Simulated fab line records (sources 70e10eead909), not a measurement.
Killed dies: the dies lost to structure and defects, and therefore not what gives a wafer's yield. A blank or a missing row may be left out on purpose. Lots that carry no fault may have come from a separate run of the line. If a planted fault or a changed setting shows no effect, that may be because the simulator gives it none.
A lot that was struck, set against a sound lot | flow nandHarc | 13 out of 1159 route steps
Sound: the wafers L710.2, L710.4, L710.5. The struck wafers were L718.3, L718.4, L718.5. At the end, the cause is stated.
Per side, at each step with rows, come the tool, then ch with its chambers, and then its first start. Under that, the readings that differ: sound wafers | struck wafers | difference of the means | sigmas: that difference in standard deviations of wafers without a fault.
alike: readings whose means differ by less than 2 such deviations, and words and numbers that are the same on both sides. not compared: withheld readings, readings that some wafer has no value for, bounds like >300 that may hide the same value, and numbers for which the record gives no deviation and whose values overlap.
Wherever a step has rows on one side only, a row that says differs or no value, or a row with sigmas, the two part there. Numbers that don't overlap but have no deviation are shown without sigmas and don't part them. A reading that every wafer of one side lacks parts them only if that side has two wafers or more.

NHARC_P_CONTACT_CMP_24: polishes, t overpolish 30 s, target thk 200 nm.
  sound on cmp-01 ch 0,2,3, day 6 15:26; struck on cmp-03 ch 0,1,3, day 8 04:26
  alike: motorCurrentA, overpolishRunS, retainingRingPressureFrac, timeToEndpointS
next, for these wafers, 1 step has no rows: NHARC_P_CONTACT_SRD_26.
NHARC_P_CONTACT_INSPECT_27:
  sound on defectInspect-01, day 6 15:48; struck on defectInspect-02, day 8 04:51
  alike: rawDefectCount
then, 8 steps without rows for these wafers: NHARC_P_M0_DEP_00 (deposits SiOC, target thk 150 nm); NHARC_P_M0_DEHYDRATE_01 (time 120 s); NHARC_P_M0_HMDS_02 (time 30 s); NHARC_P_M0_COAT_33 (time 65 s); NHARC_P_M0_COAT_03 (resist thk 90 nm); NHARC_P_M0_SOFTBAKE_04 (time 55 s); NHARC_P_M0_EBR_05; NHARC_P_M0_EXPOSE_06 (exposes mask P M0, target cd 90 nm).
NHARC_P_M0_PEB_07: peb time 65 s.
  sound on lithoTrack-01 ch 0, day 6 16:30; struck on lithoTrack-06 ch 0, day 8 05:40
reading               | sound              | struck            | difference | sigmas
heaterPowerTotalW (W) | 157.2 156.5 156.5  | 143.7 143.0 143.2 | -13.4      | -30
plateTempC (C)        | 99.85 100.01 99.84 | 93.79 93.84 93.83 | -6.08      | -43
then, 1 step without rows for these wafers: NHARC_P_M0_DEVELOP_08 (develop time 35 s).

WHERE THEY PART
Only at NHARC_P_M0_PEB_07, within this record.

WHY: whatever the simulator had introduced
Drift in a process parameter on lithoTrack-06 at NHARC_P_M0_PEB_07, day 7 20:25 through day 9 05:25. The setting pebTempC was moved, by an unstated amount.
